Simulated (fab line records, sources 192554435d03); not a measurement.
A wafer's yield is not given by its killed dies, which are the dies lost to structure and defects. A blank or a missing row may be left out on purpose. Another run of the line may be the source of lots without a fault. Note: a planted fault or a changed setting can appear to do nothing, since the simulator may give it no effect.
Which of the tools did it? / flow n5 finfet / 14 lots with 40 wafers sampled at 4 steps, on a route of 1938 steps

## WHAT EACH GAUGE READ, for each wafer
The record holds no reading of a measuring or inspecting step that can be judged against a usual standard deviation.

## WHICH TOOL RAN EACH LOT (tool, then ch and the chambers of the sampled wafers, then the start)
lot=L731; N5_BEOL_M10_DEP_56=pecvd-04 ch 1, day 9 23:47; N5_BEOL_M11_DEVELOP_27=litho track-04 ch 0, day 10 04:43; N5_BEOL_M11_DESCUM_33=rie diel-01 ch 0,2, day 10 04:52; N5_BEOL_M11_STRIP_77=rie diel-01 ch 0,2, no start
lot=L732; N5_BEOL_M10_DEP_56=pecvd-04 ch 1,2, day 10 16:21; N5_BEOL_M11_DEVELOP_27=litho track-05 ch 0, day 10 19:26; N5_BEOL_M11_DESCUM_33=rie diel-05 ch 0,1,3, day 10 19:37; N5_BEOL_M11_STRIP_77=rie diel-05 ch 0,1,3, no start
lot=L733; N5_BEOL_M10_DEP_56=pecvd-02 ch 1,2, day 11 02:35; N5_BEOL_M11_DEVELOP_27=litho track-05 ch 0, day 11 08:18; N5_BEOL_M11_DESCUM_33=rie diel-01 ch 0,2, day 11 08:26; N5_BEOL_M11_STRIP_77=rie diel-01 ch 0,2, no start
lot=L736; N5_BEOL_M10_DEP_56=pecvd-02 ch 0,1,2, day 11 14:19; N5_BEOL_M11_DEVELOP_27=litho track-01, day 11 18:59; N5_BEOL_M11_DESCUM_33=rie diel-03 ch 0,1,2, day 11 19:08; N5_BEOL_M11_STRIP_77=rie diel-03 ch 0,1,2, no start
lot=L738; N5_BEOL_M10_DEP_56=pecvd-01 ch 0,1,2, day 11 21:44; N5_BEOL_M11_DEVELOP_27=litho track-05, day 12 00:30; N5_BEOL_M11_DESCUM_33=rie diel-01 ch 1,2,3, day 12 00:44; N5_BEOL_M11_STRIP_77=rie diel-01 ch 1,2,3, no start
lot=L743; N5_BEOL_M10_DEP_56=pecvd-01 ch 0,1,2, day 13 08:03; N5_BEOL_M11_DEVELOP_27=litho track-05 ch 0, day 13 11:36; N5_BEOL_M11_DESCUM_33=rie diel-05 ch 0,1,3, day 13 11:55; N5_BEOL_M11_STRIP_77=rie diel-05 ch 0,1,3, no start
lot=L745; N5_BEOL_M10_DEP_56=pecvd-01 ch 0,1, day 13 08:52; N5_BEOL_M11_DEVELOP_27=litho track-05 ch 0, day 13 11:52; N5_BEOL_M11_DESCUM_33=rie diel-05 ch 0,1,2, day 13 12:22; N5_BEOL_M11_STRIP_77=rie diel-05 ch 0,1,2, no start
lot=L746; N5_BEOL_M10_DEP_56=pecvd-04 ch 1,2, day 13 14:40; N5_BEOL_M11_DEVELOP_27=litho track-04 ch 0, day 13 19:13; N5_BEOL_M11_DESCUM_33=rie diel-03 ch 0,2,3, day 13 19:25; N5_BEOL_M11_STRIP_77=rie diel-03 ch 0,2,3, no start
lot=L744; N5_BEOL_M10_DEP_56=pecvd-01 ch 0,1, day 13 15:13; N5_BEOL_M11_DEVELOP_27=litho track-05 ch 0, day 13 20:13; N5_BEOL_M11_DESCUM_33=rie diel-03 ch 0,1, day 13 20:21; N5_BEOL_M11_STRIP_77=rie diel-03 ch 0,1, no start
lot=L747; N5_BEOL_M10_DEP_56=pecvd-04 ch 0,1,2, day 13 22:50; N5_BEOL_M11_DEVELOP_27=litho track-01 ch 0, day 14 01:22; N5_BEOL_M11_DESCUM_33=rie diel-01 ch 0,3, day 14 01:30; N5_BEOL_M11_STRIP_77=rie diel-01 ch 0,3, no start
lot=L748; N5_BEOL_M10_DEP_56=pecvd-01 ch 0,1,2, day 14 01:46; N5_BEOL_M11_DEVELOP_27=litho track-01 ch 0, day 14 07:46; N5_BEOL_M11_DESCUM_33=rie diel-05 ch 0,2, day 14 07:55; N5_BEOL_M11_STRIP_77=rie diel-05 ch 0,2, no start
lot=L749; N5_BEOL_M10_DEP_56=pecvd-04 ch 1,2, day 14 04:51; N5_BEOL_M11_DEVELOP_27=litho track-01 ch 0, day 14 10:10; N5_BEOL_M11_DESCUM_33=rie diel-05 ch 0,1, day 14 10:18; N5_BEOL_M11_STRIP_77=rie diel-05 ch 0,1, no start
lot=L750; N5_BEOL_M10_DEP_56=pecvd-04 ch 0,2, day 14 13:14; N5_BEOL_M11_DEVELOP_27=litho track-04 ch 0, day 14 16:39; N5_BEOL_M11_DESCUM_33=rie diel-01 ch 2,3, day 14 16:48; N5_BEOL_M11_STRIP_77=rie diel-01 ch 2,3, no start
lot=L752; N5_BEOL_M10_DEP_56=pecvd-04 ch 0,2, day 15 17:56; N5_BEOL_M11_DEVELOP_27=litho track-04 ch 0, day 15 22:09; N5_BEOL_M11_DESCUM_33=rie diel-05 ch 0,2,3, day 15 22:18; N5_BEOL_M11_STRIP_77=rie diel-05 ch 0,2,3, no start
- N5_BEOL_M10_DEP_56: deposits SiCN from 3MS/NH3, target thk 15 nm, time 26.5 s.
- N5_BEOL_M11_DEVELOP_27: develop time 30 s.
- N5_BEOL_M11_DESCUM_33: chemistry O2, time 7.9 s.
- N5_BEOL_M11_STRIP_77: strips in N2/H2, time 10 s.

## WHAT THE TOOLS THEMSELVES READ (means of the sampled wafers that have a number; where no wafer has one, the mark that the record gives instead)
N5_BEOL_M10_DEP_56. Usual: rf fwd power W 199.7 W, standard deviation 1.2; showerhead plenum p Torr 3.658 Torr, standard deviation 0.012; throttle valve pct 9.2 %, standard deviation 0.75.
lot=L731; tool=pecvd-04; rf fwd power W (W)=198.6; showerhead plenum p Torr (Torr)=3.671; throttle valve pct (%)=10.3; flag=
lot=L732; tool=pecvd-04; rf fwd power W (W)=199.5; showerhead plenum p Torr (Torr)=3.660; throttle valve pct (%)=8.8; flag=
lot=L733; tool=pecvd-02; rf fwd power W (W)=200.0; showerhead plenum p Torr (Torr)=3.669; throttle valve pct (%)=9.2; flag=
lot=L736; tool=pecvd-02; rf fwd power W (W)=199.9; showerhead plenum p Torr (Torr)=3.664; throttle valve pct (%)=9.0; flag=
lot=L738; tool=pecvd-01; rf fwd power W (W)=199.4; showerhead plenum p Torr (Torr)=3.655; throttle valve pct (%)=9.1; flag=
lot=L743; tool=pecvd-01; rf fwd power W (W)=199.2; showerhead plenum p Torr (Torr)=3.660; throttle valve pct (%)=9.2; flag=
lot=L745; tool=pecvd-01; rf fwd power W (W)=198.8; showerhead plenum p Torr (Torr)=3.655; throttle valve pct (%)=9.8; flag=
lot=L746; tool=pecvd-04; rf fwd power W (W)=198.5; showerhead plenum p Torr (Torr)=3.660; throttle valve pct (%)=9.9; flag=
lot=L744; tool=pecvd-01; rf fwd power W (W)=199.1; showerhead plenum p Torr (Torr)=3.656; throttle valve pct (%)=9.7; flag=
lot=L747; tool=pecvd-04; rf fwd power W (W)=199.4; showerhead plenum p Torr (Torr)=3.658; throttle valve pct (%)=9.4; flag=
lot=L748; tool=pecvd-01; rf fwd power W (W)=199.4; showerhead plenum p Torr (Torr)=3.666; throttle valve pct (%)=9.2; flag=
lot=L749; tool=pecvd-04; rf fwd power W (W)=199.3; showerhead plenum p Torr (Torr)=3.660; throttle valve pct (%)=9.9; flag=
lot=L750; tool=pecvd-04; rf fwd power W (W)=200.4; showerhead plenum p Torr (Torr)=3.644; throttle valve pct (%)=8.7; flag=
lot=L752; tool=pecvd-04; rf fwd power W (W)=200.2; showerhead plenum p Torr (Torr)=3.638; throttle valve pct (%)=8.9; flag=

N5_BEOL_M11_DEVELOP_27. Usual: chill plate temp C 23.00 C, standard deviation 0.11.
lot=L731; tool=litho track-04; chill plate temp C (C)=22.93; flag=
lot=L732; tool=litho track-05; chill plate temp C (C)=23.05; flag=
lot=L733; tool=litho track-05; chill plate temp C (C)=22.92; flag=
lot=L736; tool=litho track-01; chill plate temp C (C)=-; flag=OFF
lot=L738; tool=litho track-05; chill plate temp C (C)=-; flag=OFF
lot=L743; tool=litho track-05; chill plate temp C (C)=23.01; flag=
lot=L745; tool=litho track-05; chill plate temp C (C)=23.01; flag=
lot=L746; tool=litho track-04; chill plate temp C (C)=22.98; flag=
lot=L744; tool=litho track-05; chill plate temp C (C)=23.08; flag=
lot=L747; tool=litho track-01; chill plate temp C (C)=23.08; flag=
lot=L748; tool=litho track-01; chill plate temp C (C)=22.98; flag=
lot=L749; tool=litho track-01; chill plate temp C (C)=23.07; flag=
lot=L750; tool=litho track-04; chill plate temp C (C)=22.86; flag=
lot=L752; tool=litho track-04; chill plate temp C (C)=23.02; flag=

N5_BEOL_M11_DESCUM_33. Usual: drypump motor current A 5.7 A, standard deviation 0.57; oes product au 0.79 a.u., standard deviation 0.09; rf fwd power W 49.36 W, standard deviation 0.2; rf vpp V 243.0 V, standard deviation 1.7; showerhead plenum p Torr 2.09 Torr, standard deviation 0.09; throttle valve pct 20.38 %, standard deviation 0.21.
lot=L731; tool=rie diel-01; drypump motor current A (A)=5.0; oes product au (a.u.)=0.77; rf fwd power W (W)=49.29; rf vpp V (V)=243.6; showerhead plenum p Torr (Torr)=2.08; throttle valve pct (%)=20.69; flag=
lot=L732; tool=rie diel-05; drypump motor current A (A)=5.8; oes product au (a.u.)=0.75; rf fwd power W (W)=49.48; rf vpp V (V)=242.5; showerhead plenum p Torr (Torr)=2.11; throttle valve pct (%)=20.35; flag=
lot=L733; tool=rie diel-01; drypump motor current A (A)=5.0; oes product au (a.u.)=0.95; rf fwd power W (W)=49.28; rf vpp V (V)=242.8; showerhead plenum p Torr (Torr)=2.06; throttle valve pct (%)=20.47; flag=
lot=L736; tool=rie diel-03; drypump motor current A (A)=5.7; oes product au (a.u.)=0.77; rf fwd power W (W)=49.19; rf vpp V (V)=242.5; showerhead plenum p Torr (Torr)=2.04; throttle valve pct (%)=20.48; flag=
lot=L738; tool=rie diel-01; drypump motor current A (A)=5.4; oes product au (a.u.)=0.82; rf fwd power W (W)=49.34; rf vpp V (V)=242.8; showerhead plenum p Torr (Torr)=2.05; throttle valve pct (%)=20.48; flag=
lot=L743; tool=rie diel-05; drypump motor current A (A)=5.8; oes product au (a.u.)=0.73; rf fwd power W (W)=49.48; rf vpp V (V)=243.1; showerhead plenum p Torr (Torr)=2.10; throttle valve pct (%)=20.37; flag=
lot=L745; tool=rie diel-05; drypump motor current A (A)=6.2; oes product au (a.u.)=0.77; rf fwd power W (W)=49.50; rf vpp V (V)=243.9; showerhead plenum p Torr (Torr)=2.11; throttle valve pct (%)=20.28; flag=
lot=L746; tool=rie diel-03; drypump motor current A (A)=5.5; oes product au (a.u.)=0.77; rf fwd power W (W)=49.28; rf vpp V (V)=241.9; showerhead plenum p Torr (Torr)=2.08; throttle valve pct (%)=20.46; flag=
lot=L744; tool=rie diel-03; drypump motor current A (A)=6.0; oes product au (a.u.)=0.75; rf fwd power W (W)=49.23; rf vpp V (V)=242.1; showerhead plenum p Torr (Torr)=2.07; throttle valve pct (%)=20.58; flag=
lot=L747; tool=rie diel-01; drypump motor current A (A)=5.2; oes product au (a.u.)=0.71; rf fwd power W (W)=49.33; rf vpp V (V)=241.9; showerhead plenum p Torr (Torr)=2.02; throttle valve pct (%)=20.50; flag=
lot=L748; tool=rie diel-05; drypump motor current A (A)=6.0; oes product au (a.u.)=0.74; rf fwd power W (W)=49.18; rf vpp V (V)=241.9; showerhead plenum p Torr (Torr)=2.02; throttle valve pct (%)=20.42; flag=
lot=L749; tool=rie diel-05; drypump motor current A (A)=5.8; oes product au (a.u.)=0.75; rf fwd power W (W)=49.47; rf vpp V (V)=242.4; showerhead plenum p Torr (Torr)=2.02; throttle valve pct (%)=20.48; flag=
lot=L750; tool=rie diel-01; drypump motor current A (A)=5.2; oes product au (a.u.)=0.79; rf fwd power W (W)=49.38; rf vpp V (V)=242.3; showerhead plenum p Torr (Torr)=2.00; throttle valve pct (%)=20.48; flag=
lot=L752; tool=rie diel-05; drypump motor current A (A)=6.1; oes product au (a.u.)=0.79; rf fwd power W (W)=49.32; rf vpp V (V)=243.3; showerhead plenum p Torr (Torr)=2.09; throttle valve pct (%)=20.23; flag=

N5_BEOL_M11_STRIP_77. Usual: drypump motor current A 5.7 A, standard deviation 0.57; oes product au 0.79 a.u., standard deviation 0.091; rf vpp V 59.2 V, standard deviation 0.87; showerhead plenum p Torr 2.53 Torr, standard deviation 0.11; throttle valve pct 23.6 %, standard deviation 0.38.
lot=L731; tool=rie diel-01; drypump motor current A (A)=5.0; oes product au (a.u.)=0.76; rf vpp V (V)=60.1; showerhead plenum p Torr (Torr)=2.54; throttle valve pct (%)=24.2; flag=
lot=L732; tool=rie diel-05; drypump motor current A (A)=5.8; oes product au (a.u.)=0.76; rf vpp V (V)=58.6; showerhead plenum p Torr (Torr)=2.54; throttle valve pct (%)=23.4; flag=
lot=L733; tool=rie diel-01; drypump motor current A (A)=5.0; oes product au (a.u.)=0.95; rf vpp V (V)=58.8; showerhead plenum p Torr (Torr)=2.53; throttle valve pct (%)=24.0; flag=
lot=L736; tool=rie diel-03; drypump motor current A (A)=5.7; oes product au (a.u.)=0.78; rf vpp V (V)=59.7; showerhead plenum p Torr (Torr)=2.47; throttle valve pct (%)=23.7; flag=
lot=L738; tool=rie diel-01; drypump motor current A (A)=5.4; oes product au (a.u.)=0.83; rf vpp V (V)=59.0; showerhead plenum p Torr (Torr)=2.50; throttle valve pct (%)=23.8; flag=
lot=L743; tool=rie diel-05; drypump motor current A (A)=5.8; oes product au (a.u.)=0.73; rf vpp V (V)=58.6; showerhead plenum p Torr (Torr)=2.53; throttle valve pct (%)=23.4; flag=
lot=L745; tool=rie diel-05; drypump motor current A (A)=6.1; oes product au (a.u.)=0.77; rf vpp V (V)=59.0; showerhead plenum p Torr (Torr)=2.55; throttle valve pct (%)=23.5; flag=
lot=L746; tool=rie diel-03; drypump motor current A (A)=5.5; oes product au (a.u.)=0.78; rf vpp V (V)=58.8; showerhead plenum p Torr (Torr)=2.51; throttle valve pct (%)=23.5; flag=
lot=L744; tool=rie diel-03; drypump motor current A (A)=6.0; oes product au (a.u.)=0.75; rf vpp V (V)=59.1; showerhead plenum p Torr (Torr)=2.52; throttle valve pct (%)=24.0; flag=
lot=L747; tool=rie diel-01; drypump motor current A (A)=5.2; oes product au (a.u.)=0.71; rf vpp V (V)=58.5; showerhead plenum p Torr (Torr)=2.46; throttle valve pct (%)=23.9; flag=
lot=L748; tool=rie diel-05; drypump motor current A (A)=6.0; oes product au (a.u.)=0.74; rf vpp V (V)=58.9; showerhead plenum p Torr (Torr)=2.44; throttle valve pct (%)=23.6; flag=
lot=L749; tool=rie diel-05; drypump motor current A (A)=5.8; oes product au (a.u.)=0.75; rf vpp V (V)=58.7; showerhead plenum p Torr (Torr)=2.45; throttle valve pct (%)=23.6; flag=
lot=L750; tool=rie diel-01; drypump motor current A (A)=5.2; oes product au (a.u.)=0.79; rf vpp V (V)=58.7; showerhead plenum p Torr (Torr)=2.45; throttle valve pct (%)=23.9; flag=
lot=L752; tool=rie diel-05; drypump motor current A (A)=6.1; oes product au (a.u.)=0.80; rf vpp V (V)=59.1; showerhead plenum p Torr (Torr)=2.51; throttle valve pct (%)=23.2; flag=

## THE ANSWER, worked out from the rows above alone
Rule: a lot counts as off when the mean over its wafers that have a number is more than 3 standard deviations away from the usual mean. Also off: a lot with no number at a reading for which 4 or more lots have one. Any other lot the step has rows for is counted as sound. After the gauges, taken in route order, come the tools' own readings; for these a lot's mean is taken, as printed above. At the first step where some lot is off, the reading lying furthest off is the one used; lots without a number count as furthest.
Off, at N5_BEOL_M11_DEVELOP_27 on chill plate temp C: L736, L738. Without a number there: L736, L738.
If a tool, at that step or one of the process steps before it, ran each lot that is off and ran no sound lot following the first of them, it fits. Not one of the candidates tried fits.

## WHAT WAS PUT IN BY THE SIMULATOR
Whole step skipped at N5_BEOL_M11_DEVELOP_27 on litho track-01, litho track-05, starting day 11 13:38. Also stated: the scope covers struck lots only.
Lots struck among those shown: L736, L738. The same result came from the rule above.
